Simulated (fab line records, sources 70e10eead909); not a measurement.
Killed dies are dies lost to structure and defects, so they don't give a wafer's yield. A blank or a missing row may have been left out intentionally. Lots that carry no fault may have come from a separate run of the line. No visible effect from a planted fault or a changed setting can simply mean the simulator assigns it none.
Chamber matching -- flow nand-harc -- 3 sister chambers for NHARC_A_CHANNEL_FILL_D1_ALD_02 on ald-hk-03
The step deposits SiO2, target thk 6 nm, pulse time 10 s, ald cycles 60. 15 wafers are shown with their chamber, then 5 later ones without.

WAFERS, EACH WITH ITS CHAMBER
wafer,chamber,heater-power-w (W),precursor-pulse-height-rel
L832.1,3,488,1.002
L832.4,1,431,0.983
L832.6,2,469,1.016
L834.4,3,472,0.998
L834.5,2,473,1.011
L834.6,1,441,0.973
L833.3,1,435,1.031
L833.4,2,469,0.969
L833.5,3,484,1.033
L840.4,1,432,1.002
L845.1,2,460,0.999
L845.3,1,440,1.018
L845.5,3,488,1.018
L847.1,1,430,0.985
L847.3,3,487,1.003

SIGNATURES (means of the wafers above)
reading,chamber 1,chamber 2,chamber 3,scatter within a chamber
heater-power-w,434.83,467.75,483.80,5.67
precursor-pulse-height-rel,0.99867,0.99875,1.01080,0.0198
Rule: a wafer lies at a distance from a chamber equal to the root of the sum of squares, over the readings, of (its reading less the chamber's mean, divided by the reading's scatter). If the next closest chamber is less than 2 further off than the closest, the wafer can't be placed; otherwise it belongs to the closest. The scatter is the square root of a quotient: the sum, over the shown wafers, of each reading's squared deviation from its chamber's mean, divided by wafers minus chambers.

WAFERS WHOSE CHAMBER IS MISSING
wafer,heater-power-w (W),precursor-pulse-height-rel
L847.6,475,1.023
L850.3,478,1.013
L850.6,442,1.015
L853.1,477,1.008
L853.3,469,1.014

WHICH CHAMBER EACH ONE RAN IN
wafer,from the rows above,in truth
L847.6,can't be placed: 3 or 2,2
L850.3,can't be placed: 3 or 2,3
L850.6,1,1
L853.1,can't be placed: 3 or 2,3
L853.3,can't be placed: 2 or 3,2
Correct placement for 1 of the 5. Cannot be placed on the basis of these rows: 4; the candidates contain the true chamber in 4. Placed wrongly: 0.
